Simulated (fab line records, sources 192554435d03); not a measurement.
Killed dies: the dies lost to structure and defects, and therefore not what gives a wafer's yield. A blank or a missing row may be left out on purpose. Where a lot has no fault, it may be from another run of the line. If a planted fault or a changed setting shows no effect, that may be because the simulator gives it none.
Chamber matching + flow n5_finfet + ald_sin-01 running N5_GATE_CUT_ALD_22: 4 sister chambers
The step deposits SiNx, target thk 16 nm, pulse time 1 s, ald cycles 320. 4 wafers are shown with their chamber, then 11 later ones without.

## WAFERS PAIRED WITH THEIR CHAMBERS
| wafer  | chamber | heater_power_w (W) |
|--------|---------|--------------------|
| L074.5 | 3       | 1036               |
| L078.4 | 0       | 880                |
| L078.6 | 2       | 930                |
| L080.2 | 1       | 819                |

## WAFERS WITH NO CHAMBER GIVEN
| wafer  | heater_power_w (W) |
|--------|--------------------|
| L080.3 | 915                |
| L080.4 | 993                |
| L082.1 | 871                |
| L082.2 | 833                |
| L082.3 | 995                |
| L082.4 | 817                |
| L082.5 | 994                |
| L082.6 | 846                |
| L083.2 | 1008               |
| L083.4 | 996                |
| L083.5 | 851                |

## WHICH CHAMBER EACH WENT THROUGH
| wafer  | from the rows above          | in truth |
|--------|------------------------------|----------|
| L080.3 | can't be placed: 2 or 0      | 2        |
| L080.4 | can't be placed: 3 or 2      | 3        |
| L082.1 | can't be placed: 0 or 1 or 2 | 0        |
| L082.2 | can't be placed: 1 or 0      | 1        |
| L082.3 | can't be placed: 3 or 2      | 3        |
| L082.4 | 1                            | 1        |
| L082.5 | can't be placed: 3 or 2      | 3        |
| L082.6 | can't be placed: 1 or 0 or 2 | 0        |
| L083.2 | can't be placed: 3 or 2      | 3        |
| L083.4 | can't be placed: 3 or 2      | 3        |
| L083.5 | can't be placed: 0 or 1 or 2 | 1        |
Placed correctly: 1 of 11. Cannot be placed on the basis of these rows: 10; the candidates contain the true chamber in 10. 0 placed wrongly.
How it was worked out, from the rows above alone: a wafer's distance from a chamber is the root of the sum, over the readings, of the square of ((its reading less the chamber's mean) divided by the reading's scatter). The wafer belongs to the nearest chamber; if the next one is less than 2 further off, it can't be placed. Each chamber's mean is taken over the wafers shown for it. The scatter (one wafer shown for each chamber): square how far every hidden wafer sits from the nearest shown wafer, average those squares and take the square root.
